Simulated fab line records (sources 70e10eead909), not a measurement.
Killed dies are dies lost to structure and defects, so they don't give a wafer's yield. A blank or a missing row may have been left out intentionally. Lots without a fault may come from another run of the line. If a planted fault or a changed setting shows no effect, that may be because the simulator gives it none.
One fault through the eyes of 2 desks || flow nandHarc || every desk sees just its own numbers, and what lay behind them comes last

AT THE TOOL OWNER'S DESK: rieDiel-08
The tool's own readings at NHARC_A_CHANNEL_HOLE_D2_STRIP_28 (strips in O2): means of the sampled wafers that have a number, for each lot that ran on this tool. The brackets show how far a lot's mean lies from the usual mean; more than 4 standard deviations puts the lot out of limits, marked OUT.
Columns: A = chamberPressureMTorr at NHARC_A_CHANNEL_HOLE_D2_STRIP_28, usual 60.00 mTorr; B = drypumpMotorCurrentA at NHARC_A_CHANNEL_HOLE_D2_STRIP_28, usual 5.6 A; C = oesProductAu at NHARC_A_CHANNEL_HOLE_D2_STRIP_28, usual 1.004 a.u.; D = rfVppV at NHARC_A_CHANNEL_HOLE_D2_STRIP_28, usual 57.9 V; E = showerheadPlenumPTorr at NHARC_A_CHANNEL_HOLE_D2_STRIP_28, usual 3.55 Torr; F = throttleValvePct at NHARC_A_CHANNEL_HOLE_D2_STRIP_28, usual 17.037 %
{"lot": "L996", "first seen here": "day 15 11:49", "A": 60.03, "B": 5.3, "C": 1.014, "D": 58.1, "E": 3.49, "F": 17.037}
{"lot": "L999", "first seen here": "day 17 02:40", "A": 60.02, "B": 5.4, "C": 1.007, "D": 58.6, "E": 3.57, "F": 17.033}
{"lot": "L100", "first seen here": "day 17 18:46", "A": 59.98, "B": 5.3, "C": 0.996, "D": 57.3, "E": 3.45, "F": 17.041}
{"lot": "L101", "first seen here": "day 17 22:56", "A": "15.12 (-99 or more) OUT", "B": 5.2, "C": 0.991, "D": 57.9, "E": 3.53, "F": 17.035}
{"lot": "L103", "first seen here": "day 18 06:11", "A": "15.13 (-99 or more) OUT", "B": 5.4, "C": 1.006, "D": 57.0, "E": 3.57, "F": 17.029}
{"lot": "L114", "first seen here": "day 22 17:56", "A": 60.01, "B": 5.2, "C": 1.000, "D": 57.9, "E": 3.57, "F": 17.034}
Finding of this desk: L101, L103 out of limits; the first was L101 at day 17 22:56, on chamberPressureMTorr at NHARC_A_CHANNEL_HOLE_D2_STRIP_28. L996, L999, L100, L114: within limits.

AT THE METROLOGY DESK
Means of the sampled wafers that have a number, per lot and without regard to the tool the lot ran on: this is what the gauges read. The brackets show how far a lot's mean lies from the usual mean; more than 4 standard deviations puts the lot out of limits, marked OUT.
Columns: A = overlayXNm at NHARC_A_CHANNEL_HOLE_D2_OVL_MEAS_11, usual 0.0 nm; B = overlayYNm at NHARC_A_CHANNEL_HOLE_D2_OVL_MEAS_11, usual 0.2 nm; C = cdNm at NHARC_A_CHANNEL_HOLE_D2_CD_MEAS_31, usual 89.9 nm
{"lot": "L996", "first seen here": "day 15 01:42", "A": -0.1, "B": 1.9, "C": 89.1}
{"lot": "L995", "first seen here": "day 15 01:52", "A": 0.3, "B": -1.5, "C": 90.0}
{"lot": "L999", "first seen here": "day 16 20:35", "A": 0.3, "B": 0.1, "C": 89.1}
{"lot": "L100", "first seen here": "day 17 12:25", "A": 0.4, "B": -0.0, "C": 89.9}
{"lot": "L101", "first seen here": "day 17 12:53", "A": -1.0, "B": 0.7, "C": 86.3}
{"lot": "L103", "first seen here": "day 17 20:29", "A": 1.9, "B": -0.2, "C": 86.4}
{"lot": "L106", "first seen here": "day 19 12:11", "A": -1.2, "B": 0.1, "C": 89.9}
{"lot": "L111", "first seen here": "day 21 16:17", "A": -1.0, "B": 1.0, "C": 89.0}
{"lot": "L112", "first seen here": "day 22 10:17", "A": 0.4, "B": 0.8, "C": 89.8}
{"lot": "L114", "first seen here": "day 22 10:39", "A": 0.1, "B": 1.1, "C": 90.3}
This desk's finding: nothing out of limits on any of the 10 lots.

PUT TOGETHER
At day 17 22:56, on L101, L103, the tool owner's desk was in a position to raise an alarm.
The metrology desk saw nothing out of limits.
The metrology desk holds a record of L101, L103, inside its limits.
Of the lots named, all ran NHARC_A_CHANNEL_HOLE_D2_STRIP_28 on rieDiel-08.

WHAT THE SIMULATOR HAD INSERTED
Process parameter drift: rieDiel-08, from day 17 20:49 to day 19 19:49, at NHARC_A_CHANNEL_HOLE_D2_STRIP_28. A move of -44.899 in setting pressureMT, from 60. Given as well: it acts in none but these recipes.
Shown lots that were struck: L101, L103.
Delay in hours, fault start to first out-of-limits reading, by desk: the tool owner's desk at 2.
